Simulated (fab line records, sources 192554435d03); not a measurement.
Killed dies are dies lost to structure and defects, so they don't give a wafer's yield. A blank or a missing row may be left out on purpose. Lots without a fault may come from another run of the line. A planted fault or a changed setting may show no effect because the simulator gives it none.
Chamber matching | flow n5_finfet | N5_BEOL_M4_DEP_57 on pecvd-02: 3 sister chambers
The step deposits SiCN from 3MS/NH3, target thk 8 nm, time 14 s. 6 wafers are shown with their chamber, then 7 later ones without.

WAFERS WITH THEIR CHAMBER
wafer  | chamber | showerhead_plenum_p_Torr (Torr) | throttle_valve_pct (%)
L075.2 | 0       | 3.667                           | 9.1
L087.3 | 0       | 3.666                           | 8.8
L091.5 | 1       | 3.681                           | 9.2
L091.6 | 2       | 3.656                           | 8.3
L094.1 | 2       | 3.655                           | 8.6
L094.2 | 1       | 3.681                           | 9.3

WAFERS WITHOUT THEIR CHAMBER
wafer  | showerhead_plenum_p_Torr (Torr) | throttle_valve_pct (%)
L094.4 | 3.673                           | 8.3
L093.1 | 3.660                           | 8.5
L093.2 | 3.678                           | 9.2
L093.5 | 3.680                           | 8.8
L095.1 | 3.667                           | 7.6
L095.3 | 3.677                           | 9.2
L095.4 | 3.667                           | 8.4

WHICH CHAMBER EACH WENT THROUGH
wafer  | from the rows above | in truth
L094.4 | 0                   | 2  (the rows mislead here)
L093.1 | 2                   | 2
L093.2 | 1                   | 1
L093.5 | 1                   | 1
L095.1 | 0                   | 0
L095.3 | 1                   | 1
L095.4 | 0                   | 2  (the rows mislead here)
Placed correctly: 5 of 7. Can't be placed from these rows: 0. Placed wrongly: 2.
How it was worked out, from the rows above alone: a wafer's distance from a chamber is the root of the sum, over the readings, of the square of ((its reading less the chamber's mean) divided by the reading's scatter). The wafer belongs to the nearest chamber; if the next one is less than 2 further off, it can't be placed. A chamber's mean is the mean of its shown wafers. The scatter: the root of (the sum of the squares of (reading less its chamber's mean) over the shown wafers, divided by (wafers less chambers)).
